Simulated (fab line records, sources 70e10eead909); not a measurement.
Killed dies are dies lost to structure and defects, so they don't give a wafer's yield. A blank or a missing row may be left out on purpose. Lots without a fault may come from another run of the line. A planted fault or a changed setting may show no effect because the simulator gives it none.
fab line records | flow nand_harc
record lots=24 wafers=72 last_day=25
route steps=1159 shown P_M2@345 P_BONDPAD@370 A_ONON_D1@441 A_CHANNEL_HOLE_D1@484
lots that met no fault: from a run of the same line without faults
start_h: hours from the record's first day to the start of the lot's first wafer shown | wait_h: hours since the lot's step before | " the same as in the row above | L1.1+2: a row that stands for several wafers | - no value, or no start given | * or withheld: withheld | < > ~ a bound
route shown NAME@n: a module of which the file shows steps, and the number in the route of the first | usual: mean/standard deviation of fault-free wafers | same: alike in all rows | chamber/n: place in a boat | sites: the reading at each site | _std_site: their standard deviation | _edge_site: outer sites' mean less inner sites' | radius_mm: how far each site lies from the wafer's centre | mask NAME#n: copy n | behind: the tool/chamber that last shaped the wafer | hold: why the lot was held/for how many hours/how that ended | device: the transistor (n, p or np) that didn't switch | end of line: the same wafers' tests at the end of the route | a step without rows: its recipe alone | killed: dies lost to structure and defects at the first sort, not the wafer's yield | map: a wafer's dies, x killed, . not, _ none there
set.NAME: the setting as run; set.NAME@STEP: as run at that earlier step | model.NAME: the simulator's own value behind a step, which no gauge read
steps of the route over a sample of lots; a table a step, a row a wafer
services: from which hour (start_h, from the record's first day; less than 0 if before it) a tool's chamber was out of use, for how many hours, and why
## steps
# step NHARC_P_M2_THK_MEAS_24
# recipe thk_meas_gauge=xrf
# usual thk_nm=144.8/1.8
# columns lot.wafer tool chamber start_h wait_h thk_nm
L075.3 film_metro-02 - 132.94 - 143.3
L075.5 " - " " 145.0
L075.6 " - " " 147.2
L074.3 film_metro-01 - 138.69 - 147.4
L074.4 " - " " 144.1
L074.6 " - " " 145.4
L076.1 film_metro-02 - 143.89 - 146.1
L076.2 " - " " 143.7
L076.5 " - " " 144.7
L077.2 film_metro-02 - 144.21 - 144.2
L077.3 " - " " 142.3
L077.4 " - " " 146.6
L079.1 film_metro-01 - 150.49 - 142.8
L079.5 " - " " 147.4
L079.6 " - " " 143.2
L078.2 film_metro-01 - 151.27 - 145.7
L078.4 " - " " 145.5
L078.5 " - " " 145.9
L080.1 film_metro-01 - 164.11 - 144.9
L080.2 " - " " 145.2
L080.3 " - " " 140.7
L081.1 film_metro-02 - 178.73 - 144.2
L081.3 " - " " 147.2
L081.6 " - " " 150.9
L082.1 film_metro-01 - 179.44 - 148.3
L082.3 " - " " 147.0
L082.6 " - " " 145.0
L083.2 film_metro-01 - 180.70 - 145.9
L083.4 " - " " 145.7
L083.6 " - " " 145.0
L084.1 film_metro-01 - 185.48 - 147.2
L084.4 " - " " 142.6
L084.5 " - " " 145.2
L089.2 film_metro-01 - 206.72 - 143.2
L089.3 " - " " 148.2
L089.6 " - " " 144.8
L086.1 film_metro-02 - 208.02 - 144.3
L086.3 " - " " 143.4
L086.5 " - " " 141.9
L085.1 film_metro-02 - 209.32 - 143.5
L085.2 " - " " 145.8
L085.4 " - " " 142.5
L088.1 film_metro-02 - 214.20 - 142.3
L088.3 " - " " 143.1
L088.5 " - " " 143.7
L087.3 film_metro-02 - 214.25 - 148.6
L087.5 " - " " 148.7
L087.6 " - " " 146.1
L090.1 film_metro-01 - 222.90 - 144.4
L090.2 " - " " 146.1
L090.6 " - " " 143.1
L091.2 film_metro-01 - 227.88 - 143.9
L091.3 " - " " 141.8
L091.4 " - " " 141.8
L092.4 film_metro-02 - 237.56 - 142.9
L092.5 " - " " 143.4
L092.6 " - " " 143.0
L094.1 film_metro-02 - 238.28 - 144.5
L094.2 " - " " 145.0
L094.3 " - " " 142.4
L093.3 film_metro-02 - 239.30 - 146.5
L093.4 " - " " 145.1
L093.5 " - " " 142.2
L095.2 film_metro-01 - 252.19 - 146.1
L095.4 " - " " 146.9
L095.6 " - " " 146.8
L096.2 film_metro-01 - 252.50 - 145.1
L096.3 " - " " 144.0
L096.4 " - " " 145.5
L097.2 film_metro-01 - 269.13 - 143.9
L097.3 " - " " 143.3
L097.6 " - " " 143.0
# step NHARC_P_M2_DEP_33
# recipe target_thk_a=300 temp_c=370 target_thk_nm=30 pressure_torr=3 flow_sccm=200 rf_w=450 material=SiCN
# usual heater_power_w=563/60 susceptor_temp_C=370.00/0.21
# columns lot.wafer tool chamber start_h wait_h heater_power_w susceptor_temp_C
L075.3 pecvd-04 2 133.40 0.1 563 370.10
L075.5 " 2 " " 583 370.37
L075.6 " 0 " " 568 369.78
L074.3 pecvd-01 2 139.04 0.1 625 369.97
L074.6 " 1 " " 521 370.17
L074.4 " 0 " " 549 369.94
L076.2 pecvd-04 1 144.20 0.1 605 369.95
L076.1 " 0 " " 577 370.07
L076.5 " 0 " " 603 370.23
L077.2 pecvd-01 0 144.51 0.1 537 369.84
L077.3 " 2 " " 612 370.31
L077.4 " 2 " " 614 369.85
L079.1 pecvd-04 2 150.89 0.1 659 370.48
L079.5 " 0 " " 554 369.68
L079.6 " 1 " " 579 369.55
L078.2 pecvd-02 1 151.61 0.1 526 369.96
L078.4 " 2 " " 549 369.78
L078.5 " 2 " " 527 370.33
L080.1 pecvd-04 0 164.55 0.1 641 370.41
L080.2 " 1 " " 513 370.12
L080.3 " 2 " " 620 370.20
L081.3 pecvd-02 2 179.03 0.1 550 370.25
L081.1 " 0 " " 450 369.60
L081.6 " 0 " " 451 370.00
L082.3 pecvd-02 1 179.79 0.1 528 369.86
L082.1 " 2 " " 550 370.07
L082.6 " 1 " " 521 370.07
L083.2 pecvd-01 1 181.04 0.1 536 370.18
L083.4 " 0 " " 606 370.08
L083.6 " 1 " " 522 370.19
L084.1 pecvd-02 2 185.83 0.1 594 370.15
L084.4 " 1 " " 552 370.05
L084.5 " 0 " " 446 370.11
L089.2 pecvd-02 2 207.03 0.1 588 370.04
L089.3 " 0 " " 480 369.89
L089.6 " 0 " " 480 370.00
L086.1 pecvd-01 2 208.33 0.1 592 370.35
L086.3 " 0 " " 561 369.93
L086.5 " 1 " " 494 370.09
L085.1 pecvd-04 2 209.65 0.1 638 370.06
L085.2 " 1 " " 577 369.88
L085.4 " 0 " " 623 369.47
L088.1 pecvd-02 2 214.50 0.1 593 370.31
L088.3 " 1 " " 605 369.98
L088.5 " 0 " " 467 370.23
L087.3 pecvd-04 1 214.55 0.1 588 370.20
L087.6 " 1 " " 578 370.29
L087.5 " 0 " " 639 370.33
L090.2 pecvd-04 1 223.21 0.1 530 369.92
L090.1 " 2 " " 651 369.77
L090.6 " 0 " " 584 370.18
L091.2 pecvd-04 1 228.20 0.1 583 370.00
L091.3 " 0 " " 677 369.92
L091.4 " 1 " " 587 369.57
L092.5 pecvd-02 0 238.27 0.2 395 370.12
L092.6 " 1 " " 624 369.84
L092.4 " 2 " " 567 370.26
L094.2 pecvd-02 1 238.58 0.1 500 369.61
L094.3 " 2 " " 517 370.28
L094.1 " 0 " " 488 370.14
L093.3 pecvd-04 0 239.72 0.1 656 369.97
L093.5 " 1 " " 537 369.54
L093.4 " 0 " " 665 370.00
L095.2 pecvd-04 1 252.58 0.1 545 369.93
L095.4 " 0 " " 648 370.01
L095.6 " 1 " " 535 369.91
L096.2 pecvd-02 0 252.84 0.1 461 369.91
L096.3 " 1 " " 531 369.98
L096.4 " 0 " " 471 370.19
L097.3 pecvd-01 0 269.43 0.1 596 370.43
L097.2 " 1 " " 499 370.09
L097.6 " 1 " " 493 370.26
# step NHARC_P_BONDPAD_CD_MEAS_13
# usual cd_nm=498.0/2.5
# columns lot.wafer tool chamber start_h wait_h cd_nm
L075.3 cd_sem-03 - 135.59 - 504.2
L075.5 " - " " 501.8
L075.6 " - " " 497.0
L074.3 cd_sem-01 - 141.34 - 497.5
L074.4 " - " " 493.0
L074.6 " - " " 498.4
L076.1 cd_sem-03 - 146.43 - 495.0
L076.2 " - " " 497.5
L076.5 " - " " 499.8
L077.2 cd_sem-01 - 146.97 - 496.7
L077.3 " - " " 498.9
L077.4 " - " " 496.9
L079.1 cd_sem-03 - 152.97 - 496.5
L079.5 " - " " 494.2
L079.6 " - " " 499.5
L078.2 cd_sem-01 - 153.82 - 495.4
L078.4 " - " " 498.0
L078.5 " - " " 499.3
L080.1 cd_sem-02 - 166.62 - 502.1
L080.2 " - " " 499.8
L080.3 " - " " 496.1
L081.1 cd_sem-02 - 181.19 - 496.6
L081.3 " - " " 496.5
L081.6 " - " " 496.7
L082.1 cd_sem-03 - 181.92 - 503.1
L082.3 " - " " 499.3
L082.6 " - " " 496.4
L083.2 cd_sem-02 - 183.17 - 502.7
L083.4 " - " " 498.5
L083.6 " - " " 497.3
L084.1 cd_sem-03 - 187.99 - 492.6
L084.4 " - " " 495.9
L084.5 " - " " 493.5
L089.2 cd_sem-02 - 209.17 - 495.1
L089.3 " - " " 498.7
L089.6 " - " " 498.9
L086.1 cd_sem-02 - 210.37 - 503.8
L086.3 " - " " 498.2
L086.5 " - " " 497.3
L085.1 cd_sem-03 - 211.75 - 497.1
L085.2 " - " " 499.7
L085.4 " - " " 496.3
L088.1 cd_sem-02 - 216.77 - 498.8
L088.3 " - " " 500.3
L088.5 " - " " 498.5
L087.3 cd_sem-01 - 216.81 - 499.5
L087.5 " - " " 497.4
L087.6 " - " " 497.3
L090.1 cd_sem-01 - 225.37 - 497.6
L090.2 " - " " 498.8
L090.6 " - " " 498.9
L091.2 cd_sem-03 - 230.31 - 497.2
L091.3 " - " " 495.3
L091.4 " - " " 495.8
L092.4 cd_sem-02 - 240.20 - 498.5
L092.5 " - " " 493.4
L092.6 " - " " 498.2
L094.1 cd_sem-02 - 240.81 - 495.5
L094.2 " - " " 497.4
L094.3 " - " " 493.8
L093.3 cd_sem-01 - 242.15 - 498.3
L093.4 " - " " 499.3
L093.5 " - " " 496.4
L095.2 cd_sem-02 - 254.71 - 492.9
L095.4 " - " " 498.7
L095.6 " - " " 495.7
L096.2 cd_sem-02 - 254.87 - 503.8
L096.3 " - " " 497.3
L096.4 " - " " 502.2
L097.2 cd_sem-03 - 271.47 - 499.0
L097.3 " - " " 500.0
L097.6 " - " " 501.7
# step NHARC_P_BONDPAD_PVD_17
# recipe target_thk_a=50 bias_v=168.6 power_w=15000 chamber_pressure_pa=0.12 time_s=8.06 substrate_temp_c=50 material=TaN
# usual throttle_valve_pct=30.1/0.78
# columns lot.wafer tool chamber start_h wait_h throttle_valve_pct
L075.3 pvd_sputter-01 - - - 31.1
L075.6 " - " " 30.9
L075.5 " - " " 29.6
L074.3 pvd_sputter-02 - - - 29.9
L074.4 " - " " 29.6
L074.6 " - " " 30.2
L076.2 pvd_sputter-02 - - - 30.0
L076.1 " - " " 31.7
L076.5 " - " " 29.0
L077.4 pvd_sputter-01 - - - 31.1
L077.2 " - " " 29.5
L077.3 " - " " 30.0
L079.1 pvd_sputter-01 - - - 29.3
L079.5 " - " " 31.2
L079.6 " - " " 29.3
L078.4 pvd_sputter-01 - - - 30.0
L078.2 " - " " 31.1
L078.5 " - " " 30.1
L080.2 pvd_sputter-02 - - - 30.2
L080.3 " - " " 31.3
L080.1 " - " " 29.1
L081.3 pvd_sputter-03 - - - 30.9
L081.1 " - " " 29.8
L081.6 " - " " 30.9
L082.1 pvd_sputter-02 - - - 30.3
L082.3 " - " " 28.8
L082.6 " - " " 29.4
L083.2 pvd_sputter-01 - - - 29.9
L083.4 " - " " 31.3
L083.6 " - " " 29.6
L084.4 pvd_sputter-01 - - - 30.0
L084.1 " - " " 29.1
L084.5 " - " " 29.5
L089.2 pvd_sputter-02 - - - 31.2
L089.3 " - " " 28.7
L089.6 " - " " 30.1
L086.1 pvd_sputter-02 - - - 30.1
L086.3 " - " " 31.2
L086.5 " - " " 29.5
L085.4 pvd_sputter-01 - - - 29.5
L085.1 " - " " 30.2
L085.2 " - " " 29.5
L088.3 pvd_sputter-03 - - - 29.6
L088.1 " - " " 31.0
L088.5 " - " " 29.9
L087.3 pvd_sputter-03 - - - 29.5
L087.6 " - " " 29.2
L087.5 " - " " 31.0
L090.2 pvd_sputter-03 - - - 30.9
L090.1 " - " " 29.1
L090.6 " - " " 30.9
L091.3 pvd_sputter-01 - - - 30.4
L091.2 " - " " 29.7
L091.4 " - " " 31.5
L092.4 pvd_sputter-03 - - - 29.6
L092.5 " - " " 30.9
L092.6 " - " " 30.2
L094.2 pvd_sputter-01 - - - 31.7
L094.1 " - " " 29.2
L094.3 " - " " 29.9
L093.4 pvd_sputter-01 - - - 29.8
L093.3 " - " " 29.4
L093.5 " - " " 30.1
L095.4 pvd_sputter-01 - - - 29.3
L095.2 " - " " 30.1
L095.6 " - " " 29.8
L096.3 pvd_sputter-02 - - - 30.1
L096.4 " - " " 31.6
L096.2 " - " " 29.4
L097.2 pvd_sputter-03 - - - 29.1
L097.3 " - " " 31.1
L097.6 " - " " 29.5
# step NHARC_A_ONON_D1_THK_MEAS_24
# recipe thk_meas_gauge=ellipsometry
# usual thk_nm=1000/10
# columns lot.wafer tool chamber start_h wait_h thk_nm
L075.3 film_metro-01 - 172.19 - 1008
L075.5 " - " " 1007
L075.6 " - " " 1007
L074.3 film_metro-01 - 180.82 - 998
L074.4 " - " " 999
L074.6 " - " " 998
L077.2 film_metro-01 - 180.95 - 979
L077.3 " - " " 978
L077.4 " - " " 978
L076.1 film_metro-02 - 181.07 - 991
L076.2 " - " " 992
L076.5 " - " " 993
L079.1 film_metro-02 - 190.10 - 996
L079.5 " - " " 997
L079.6 " - " " 998
L078.2 film_metro-01 - 190.13 - 980
L078.4 " - " " 982
L078.5 " - " " 981
L080.1 film_metro-02 - 207.54 - 1008
L080.2 " - " " 1009
L080.3 " - " " 1008
L081.1 film_metro-01 - 222.65 - 1001
L081.3 " - " " 1004
L081.6 " - " " 1003
L082.1 film_metro-02 - 222.66 - 1016
L082.3 " - " " 1018
L082.6 " - " " 1016
L083.2 film_metro-01 - 222.78 - 1002
L083.4 " - " " 1003
L083.6 " - " " 1003
L084.1 film_metro-02 - 223.00 - 1011
L084.4 " - " " 1011
L084.5 " - " " 1009
L085.1 film_metro-01 - 246.18 - 1005
L085.2 " - " " 1005
L085.4 " - " " 1003
L089.2 film_metro-02 - 246.32 - 988
L089.3 " - " " 987
L089.6 " - " " 988
L086.1 film_metro-01 - 246.45 - 990
L086.3 " - " " 991
L086.5 " - " " 989
L088.1 film_metro-02 - 253.77 - 1005
L088.3 " - " " 1005
L088.5 " - " " 1006
L087.3 film_metro-01 - 253.78 - 1009
L087.5 " - " " 1011
L087.6 " - " " 1011
L090.1 film_metro-02 - 263.44 - 1010
L090.2 " - " " 1009
L090.6 " - " " 1008
L091.2 film_metro-02 - 273.26 - 992
L091.3 " - " " 992
L091.4 " - " " 991
L092.4 film_metro-02 - 281.64 - 1007
L092.5 " - " " 1002
L092.6 " - " " 1004
L094.1 film_metro-02 - 281.77 - 1004
L094.2 " - " " 1006
L094.3 " - " " 1004
L093.3 film_metro-02 - 282.13 - 998
L093.4 " - " " 995
L093.5 " - " " 996
L096.2 film_metro-01 - 291.29 - 1012
L096.3 " - " " 1011
L096.4 " - " " 1010
L095.2 film_metro-02 - 291.29 - 996
L095.4 " - " " 997
L095.6 " - " " 997
L097.2 film_metro-02 - 315.34 - 983
L097.3 " - " " 983
L097.6 " - " " 984
# step NHARC_A_CHANNEL_HOLE_D1_STRIP_27
# recipe o2_flow_sccm=500 ar_flow_sccm=0 bias_w=0 chemistry=O2
# usual drypump_motor_current_A=5.8/0.34 oes_product_au=0.999/0.011 rf_vpp_V=57.8/0.88 showerhead_plenum_p_Torr=3.53/0.15 throttle_valve_pct=17.036/0.0089
# columns lot.wafer tool chamber start_h wait_h drypump_motor_current_A oes_product_au rf_hours_counter_h rf_vpp_V showerhead_plenum_p_Torr throttle_valve_pct
L075.3 rie_diel-02 0 - - 5.7 0.982 2 58.3 3.58 17.039
L075.6 " 2 " " 6.3 1.003 - 57.3 3.52 17.035
L075.5 " 3 " " 5.8 0.986 - 58.5 3.75 17.047
L074.3 rie_diel-07 2 - - 6.1 1.002 8 58.8 3.62 17.042
L074.4 " 1 " " 5.4 1.013 9 58.8 3.42 17.022
L074.6 " 2 " " 6.1 0.998 - 58.2 3.62 17.045
L077.3 rie_diel-05 2 - - 5.5 1.003 1 60.8 3.70 17.038
L077.4 " 3 " " 6.2 1.000 1 58.8 3.37 17.032
L077.2 " 1 " " 5.7 1.016 1 56.0 3.33 17.037
L076.1 rie_diel-07 3 - - 6.3 1.014 9 57.7 3.50 17.043
L076.2 " 1 " " 5.4 1.014 10 57.5 3.42 17.039
L076.5 " 3 " " 6.3 1.004 - 56.7 3.50 17.048
L079.1 rie_diel-05 2 - - 5.5 1.000 2 58.6 3.70 17.035
L079.6 " 3 " " 6.1 0.985 - 56.9 3.37 17.040
L079.5 " 0 " " 5.2 0.990 - 59.1 3.63 17.032
L078.2 rie_diel-02 1 201.06 0.2 5.6 1.011 3 57.8 3.31 17.036
L078.4 " 1 " " 5.6 1.007 - 57.6 3.31 17.046
L078.5 " 1 " " 5.6 0.995 - 56.5 3.31 17.041
L080.1 rie_diel-02 3 218.91 0.1 5.8 0.998 6 57.6 3.75 17.046
L080.2 " 1 " " 5.6 1.008 6 57.6 3.31 17.032
L080.3 " 3 " " 5.8 0.993 - 58.4 3.75 17.032
L081.3 rie_diel-05 3 - - 6.2 0.996 5 56.9 3.37 17.043
L081.1 " 0 " " 5.2 0.999 5 56.0 3.63 17.033
L081.6 " 1 " " 5.6 1.004 - 56.5 3.33 17.029
L082.3 rie_diel-02 2 - - 6.3 0.998 5 57.7 3.52 17.044
L082.1 " 3 " " 5.8 0.998 8 58.3 3.75 17.039
L082.6 " 2 " " 6.3 0.995 - 58.9 3.52 17.043
L083.4 rie_diel-05 0 - - 5.2 0.992 5 58.0 3.63 17.037
L083.2 " 2 " " 5.5 1.002 5 58.5 3.70 17.045
L083.6 " 0 " " 5.2 0.980 - 59.1 3.63 17.037
L084.1 rie_diel-02 1 - - 5.6 1.001 8 56.8 3.31 17.038
L084.4 " 2 " " 6.3 0.999 - 56.9 3.52 17.041
L084.5 " 3 " " 5.8 0.989 - 58.2 3.75 17.054
L085.4 rie_diel-05 0 - - 5.2 0.987 7 58.0 3.62 17.031
L085.1 " 1 " " 5.7 0.992 7 56.9 3.33 17.022
L085.2 " 2 " " 5.6 0.994 7 58.3 3.70 17.002
L089.2 rie_diel-02 1 - - 5.6 0.991 9 57.1 3.30 17.026
L089.3 " 2 " " 6.3 1.000 6 57.3 3.52 17.035
L089.6 " 3 " " 5.8 0.991 - 58.7 3.75 17.043
L086.1 rie_diel-07 3 - - 6.4 0.995 2 56.8 3.50 17.033
L086.3 " 0 " " 5.6 1.018 1 58.5 3.55 17.058
L086.5 " 3 " " 6.3 0.996 - 57.6 3.50 17.025
L088.3 rie_diel-07 1 - - 5.4 1.003 2 57.4 3.42 17.032
L088.1 " 0 " " 5.6 1.015 2 57.9 3.55 17.022
L088.5 " 1 " " 5.4 1.005 - 56.3 3.42 17.022
L087.3 rie_diel-05 1 - - 5.7 0.995 8 56.7 3.33 17.020
L087.5 " 2 " " 5.5 1.008 - 58.3 3.70 17.036
L087.6 " 3 " " 6.2 0.989 - 57.8 3.37 17.035
L090.2 rie_diel-02 2 - - 6.3 1.006 8 57.3 3.52 17.033
L090.1 " 3 " " 5.8 0.987 11 57.8 3.75 17.043
L090.6 " 1 " " 5.6 1.001 - 56.9 3.30 17.028
L091.2 rie_diel-07 3 - - 6.3 0.997 3 57.4 3.50 17.049
L091.4 " 1 " " 5.4 1.008 3 58.4 3.42 17.037
L091.3 " 2 " " 6.1 1.005 3 58.9 3.62 17.045
L092.4 rie_diel-05 2 - - 5.5 0.998 10 59.0 3.70 17.038
L092.5 " 3 " " 6.2 0.971 - 57.6 3.37 17.031
L092.6 " 0 " " 5.2 1.001 - 58.6 3.62 17.040
L094.2 rie_diel-02 0 - - 5.7 0.978 4 58.0 3.58 17.045
L094.3 " 2 " " 6.3 0.990 9 57.8 3.52 17.024
L094.1 " 3 " " 5.8 0.978 12 58.4 3.75 17.038
L093.3 rie_diel-07 3 - - 6.4 0.997 5 56.9 3.50 17.039
L093.4 " 1 " " 5.4 1.005 4 56.9 3.42 17.035
L093.5 " 2 " " 6.1 1.001 - 57.7 3.62 17.037
L096.4 rie_diel-07 2 - - 6.1 1.015 5 59.5 3.62 17.045
L096.2 " 3 " " 6.3 0.999 5 58.4 3.50 17.044
L096.3 " 1 " " 5.4 1.013 4 56.0 3.42 17.027
L095.2 rie_diel-02 3 - - 5.8 1.009 13 58.1 3.75 17.031
L095.6 " 2 " " 6.3 1.020 - 58.1 3.52 17.055
L095.4 " 3 " " 5.8 1.001 - 58.6 3.75 17.048
L097.3 rie_diel-05 2 - - 5.5 1.001 12 57.9 3.69 17.037
L097.2 " 0 " " 5.3 0.999 13 58.5 3.62 17.042
L097.6 " 3 " " 6.2 0.988 - 56.7 3.36 17.046
## services
# columns tool chamber start_h hours kind
rie_diel-07 1 110.15 7.5 repair
rie_diel-07 0 110.69 5.3 repair
rie_diel-07 2 126.34 4.1 repair
rie_diel-02 - 150.70 9.0 pm
pecvd-02 - 153.25 13.0 pm
pvd_sputter-01 - 158.00 10.0 pm
rie_diel-05 - 163.60 9.0 pm
pvd_sputter-03 - 163.77 10.0 repair
pecvd-02 - 175.74 1.7 repair
pvd_sputter-03 - 185.66 2.2 repair
pvd_sputter-03 - 188.43 18.0 repair
rie_diel-02 2 193.43 27.5 repair
pecvd-04 - 195.25 13.0 pm
rie_diel-02 0 196.45 85.4 repair
pvd_sputter-02 - 214.14 10.0 pm
rie_diel-07 - 228.23 9.0 pm
pvd_sputter-03 - 248.93 0.8 repair
pvd_sputter-01 - 261.16 41.2 repair
pvd_sputter-02 - 289.38 2.2 repair
rie_diel-02 1 291.96 16.8 repair
rie_diel-05 2 303.04 4.6 repair
rie_diel-02 - 314.88 0.8 repair
pecvd-02 0 318.87 2.6 repair
rie_diel-02 0 323.66 13.6 repair
## key
fault none
